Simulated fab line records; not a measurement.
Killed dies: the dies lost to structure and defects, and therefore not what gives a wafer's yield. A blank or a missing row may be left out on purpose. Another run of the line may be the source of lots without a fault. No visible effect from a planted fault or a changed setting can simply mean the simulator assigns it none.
Which tool is to blame? -- flow nandHarc -- 12 lots with 36 wafers sampled at 3 steps, on a route of 1302 steps

== WHAT THE GAUGES SHOWED, per wafer ==
NHARC_A_BONDPAD_OVL_MEAS_35.
lot,measured,on,overlayXNm (nm)
L076,day 23 19:21,overlay-02,-6 -5 -5
L077,day 24 06:04,overlay-02,-2 -1 -2
L079,day 24 21:07,overlay-02,-5 -5 -6
L081,day 25 23:52,overlay-02,-9 -9 -9
L085,day 27 19:47,overlay-01,3 2 3
L086,day 28 01:07,overlay-02,3 3 3
L087,day 28 21:37,overlay-01,5 5 5
L089,day 29 11:47,overlay-01,2 2 1
L090,day 29 17:32,overlay-01,-10 -10 -10
L093,day 31 05:20,overlay-02,-1 -1 -1
L095,day 31 17:08,overlay-02,4 4 4
L097,day 32 11:30,overlay-02,1 1 0

== EACH LOT AND THE TOOL THAT RAN IT (in order: tool; ch and the chambers of the sampled wafers; start) ==
lot,NHARC_A_M0_PRE_CLEAN_31,NHARC_A_M1_DEGAS_29
L076,"pecvd-02 ch 0,1,2, day 23 13:10","pvdSputter-03, day 23 15:46"
L077,"pecvd-04 ch 0,1, day 24 00:07","pvdSputter-03, day 24 02:35"
L079,"pecvd-03 ch 0,1, day 24 15:11","pvdSputter-03, day 24 17:41"
L081,"pecvd-04 ch 0,2, day 25 17:24","pvdSputter-03, day 25 19:55"
L085,"pecvd-03 ch 0,1,2, day 27 13:28","pvdSputter-01, day 27 16:11"
L086,"pecvd-03 ch 0,2, day 27 19:08","pvdSputter-01, day 27 21:40"
L087,"pecvd-04 ch 0,1,2, day 28 15:31","pvdSputter-03, day 28 18:03"
L089,"pecvd-04 ch 1,2, day 29 05:49","pvdSputter-02, day 29 08:20"
L090,"pecvd-03 ch 0,2, day 29 11:28","pvdSputter-01, day 29 13:58"
L093,"pecvd-04 ch 0,1,2, day 30 23:22","pvdSputter-03, day 31 01:46"
L095,"pecvd-04 ch 0,2, day 31 11:11","pvdSputter-03, day 31 13:35"
L097,"pecvd-03 ch 1,2, day 32 05:29","pvdSputter-03, day 32 07:55"
- NHARC_A_M0_PRE_CLEAN_31: time 12 s.
- NHARC_A_M1_DEGAS_29: time 60 s.

== THE ANSWER, worked out from the rows above alone ==
Rule: the lots themselves supply what counts as usual. Put in order of their means at a reading, lots are off if they are a third of the lots or fewer, leave a main group of 4 or more, and stand apart from it by a gap of 3 or more times the standard deviation of the main group's means; of several such gaps the widest counts. A main group whose means are all the same, to the digits that the tables above print for the reading, isn't used. Also off: a lot with no number at a reading for which 4 or more lots have one. All remaining lots with rows at the step are treated as sound.
No lot is off on any of the readings shown, so nothing can be concluded from this.

== WHAT THE SIMULATOR PUT IN ==
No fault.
